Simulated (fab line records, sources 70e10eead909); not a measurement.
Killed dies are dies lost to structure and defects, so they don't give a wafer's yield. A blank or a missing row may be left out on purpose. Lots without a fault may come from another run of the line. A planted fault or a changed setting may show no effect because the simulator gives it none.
A struck lot beside a sound one | flow nand_harc | 15 steps out of a route of 1302
Sound: wafers L453.1, L453.2, L453.6. Struck: wafers L463.2, L463.6. (L463.5 of the same lot was not struck and is left out.) The cause comes at the end.
At each step with rows: each side's tool, then ch and its chambers, then its first start. Under that, the readings that differ: sound wafers | struck wafers | difference of the means | sigmas: that difference in standard deviations of wafers without a fault.
alike: readings whose means differ by less than 2 such deviations, and words and numbers that are the same on both sides. not compared: withheld readings, readings that some wafer has no value for, bounds like >300 that may hide the same value, and numbers for which the record gives no deviation and whose values overlap.
The two part at a step that has a row with sigmas, a row that says differs or no value, or rows on one side only. Numbers that don't overlap but have no deviation are shown without sigmas and don't part them. A reading that every wafer of one side lacks parts them only if that side has two wafers or more.

NHARC_A_ONON_D2_THK_MEAS_14: measures by ellipsometry.
  sound on film_metro-02, day 15 04:49; struck on film_metro-02, day 19 11:34
  alike: thk_nm
then, 2 steps without rows for these wafers: NHARC_A_ONON_D2_ANNEAL_15 (time 3600 s); NHARC_A_ONON_D2_DEP_16 (target thk 1000 nm).
NHARC_A_ONON_D2_THK_MEAS_18: measures by ellipsometry.
  sound on film_metro-02, day 15 09:53; struck on film_metro-01, day 19 18:57
  alike: thk_nm
then, 1 step without rows for these wafers: NHARC_A_ONON_D2_DEP_19 (target thk 1000 nm).
NHARC_A_ONON_D2_THK_MEAS_21: measures by ellipsometry.
  sound on film_metro-02, day 15 10:28; struck on film_metro-01, day 19 19:31
  reading     | sound          | struck  | difference | sigmas
  thk_nm (nm) | 1020 1019 1019 | 994 996 | -24        | -2
then, 1 step without rows for these wafers: NHARC_A_ONON_D2_DEP_22 (target thk 1000 nm).
NHARC_A_ONON_D2_THK_MEAS_24: measures by ellipsometry.
  sound on film_metro-01, day 15 11:01; struck on film_metro-02, day 19 20:05
  alike: thk_nm
then, 1 step without rows for these wafers: NHARC_A_ONON_D2_DEP_25 (target thk 1000 nm).
NHARC_A_ONON_D2_THK_MEAS_27: measures by ellipsometry.
  sound on film_metro-02, day 15 11:35; struck on film_metro-02, day 19 20:38
  alike: thk_nm
then, 1 step without rows for these wafers: NHARC_A_ONON_D2_DEP_28 (target thk 1000 nm).
NHARC_A_ONON_D2_THK_MEAS_30: measures by ellipsometry.
  sound on film_metro-01, day 15 12:10; struck on film_metro-02, day 19 21:13
  alike: thk_nm
NHARC_A_ONON_D2_DEP_33: deposits SiO2, target thk 200 nm.
  sound on pecvd-01 ch 0,1,2, day 15 12:16; struck on pecvd-02 ch 2, day 19 21:19
  reading                   | sound             | struck      | difference | sigmas
  mfc_precursor_sccm (sccm) | 161.6 161.7 160.4 | 134.9 135.9 | -25.8      | -56
  alike: heater_power_w, susceptor_temp_C, throttle_valve_pct
NHARC_A_ONON_D2_THK_MEAS_34: measures by ellipsometry.
  sound on film_metro-02, day 15 12:38; struck on film_metro-01, day 19 21:41
  reading     | sound       | struck  | difference | sigmas
  thk_nm (nm) | 202 197 204 | 166 169 | -34        | -11
NHARC_END_SORT_01:
  the record has rows for the sound wafers here (prober-02 ch 0, day 27 00:57) and none for the struck ones

WHERE THEY PART
First at NHARC_A_ONON_D2_THK_MEAS_21; last, within this record, at NHARC_END_SORT_01.

WHY: what the simulator had put in
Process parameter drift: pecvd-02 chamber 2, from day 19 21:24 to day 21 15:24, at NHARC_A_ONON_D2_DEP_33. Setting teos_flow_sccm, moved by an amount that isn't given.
